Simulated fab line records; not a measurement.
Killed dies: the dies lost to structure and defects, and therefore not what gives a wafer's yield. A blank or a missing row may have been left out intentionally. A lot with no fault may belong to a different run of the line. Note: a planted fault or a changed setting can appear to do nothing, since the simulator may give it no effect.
Chamber matching / flow nand_harc / 4 sister chambers for NHARC_A_CHANNEL_FILL_D1_CMP_10 on cmp-01
The step polishes, target thk 150 nm. 8 wafers are shown with their chamber, then 12 later ones without.

## EACH WAFER AND ITS CHAMBER
wafer=L084.1; chamber=1; motor_current_A (A)=11.8; time_to_endpoint_s (s)=15.9
wafer=L089.1; chamber=2; motor_current_A (A)=13.0; time_to_endpoint_s (s)=18.9
wafer=L090.1; chamber=1; motor_current_A (A)=11.6; time_to_endpoint_s (s)=14.0
wafer=L090.3; chamber=3; motor_current_A (A)=10.6; time_to_endpoint_s (s)=15.6
wafer=L090.6; chamber=3; motor_current_A (A)=11.4; time_to_endpoint_s (s)=12.7
wafer=L091.2; chamber=0; motor_current_A (A)=15.3; time_to_endpoint_s (s)=11.7
wafer=L091.4; chamber=2; motor_current_A (A)=13.4; time_to_endpoint_s (s)=14.3
wafer=L091.6; chamber=0; motor_current_A (A)=14.4; time_to_endpoint_s (s)=13.4

## WAFERS WITHOUT THEIR CHAMBER
wafer=L093.2; motor_current_A (A)=11.1; time_to_endpoint_s (s)=12.3
wafer=L093.3; motor_current_A (A)=12.3; time_to_endpoint_s (s)=12.8
wafer=L093.4; motor_current_A (A)=12.3; time_to_endpoint_s (s)=14.4
wafer=L094.1; motor_current_A (A)=13.8; time_to_endpoint_s (s)=14.4
wafer=L094.2; motor_current_A (A)=10.9; time_to_endpoint_s (s)=13.1
wafer=L094.3; motor_current_A (A)=11.4; time_to_endpoint_s (s)=14.8
wafer=L094.4; motor_current_A (A)=14.8; time_to_endpoint_s (s)=13.8
wafer=L094.5; motor_current_A (A)=10.4; time_to_endpoint_s (s)=11.8
wafer=L094.6; motor_current_A (A)=14.3; time_to_endpoint_s (s)=14.6
wafer=L095.2; motor_current_A (A)=12.2; time_to_endpoint_s (s)=12.3
wafer=L095.5; motor_current_A (A)=10.8; time_to_endpoint_s (s)=13.5
wafer=L095.6; motor_current_A (A)=13.6; time_to_endpoint_s (s)=11.4

## WHICH CHAMBER EACH WENT THROUGH
wafer=L093.2; from the rows above=can't be placed: 3 or 1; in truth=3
wafer=L093.3; from the rows above=can't be placed: 1 or 2 or 3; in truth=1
wafer=L093.4; from the rows above=can't be placed: 1 or 2 or 3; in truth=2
wafer=L094.1; from the rows above=can't be placed: 2 or 0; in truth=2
wafer=L094.2; from the rows above=can't be placed: 3 or 1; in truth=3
wafer=L094.3; from the rows above=can't be placed: 1 or 3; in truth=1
wafer=L094.4; from the rows above=0; in truth=0
wafer=L094.5; from the rows above=can't be placed: 3 or 1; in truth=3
wafer=L094.6; from the rows above=can't be placed: 0 or 2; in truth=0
wafer=L095.2; from the rows above=can't be placed: 1 or 3 or 2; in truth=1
wafer=L095.5; from the rows above=can't be placed: 3 or 1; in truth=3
wafer=L095.6; from the rows above=can't be placed: 2 or 0 or 1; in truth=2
Correct placement for 1 of the 12. Not placeable from these rows: 11 (in 11, the candidates include the true chamber). Wrongly placed: 0.
How it was worked out, from the rows above alone: a wafer's distance from a chamber is the root of the sum, over the readings, of the square of ((its reading less the chamber's mean) divided by the reading's scatter). The wafer belongs to the nearest chamber; if the next one is less than 2 further off, it can't be placed. The mean given for a chamber averages the wafers shown for that chamber. How the scatter is found: for the shown wafers, subtract from each reading the mean of its chamber, square and add these, divide the total by (wafers less chambers), then take the root.
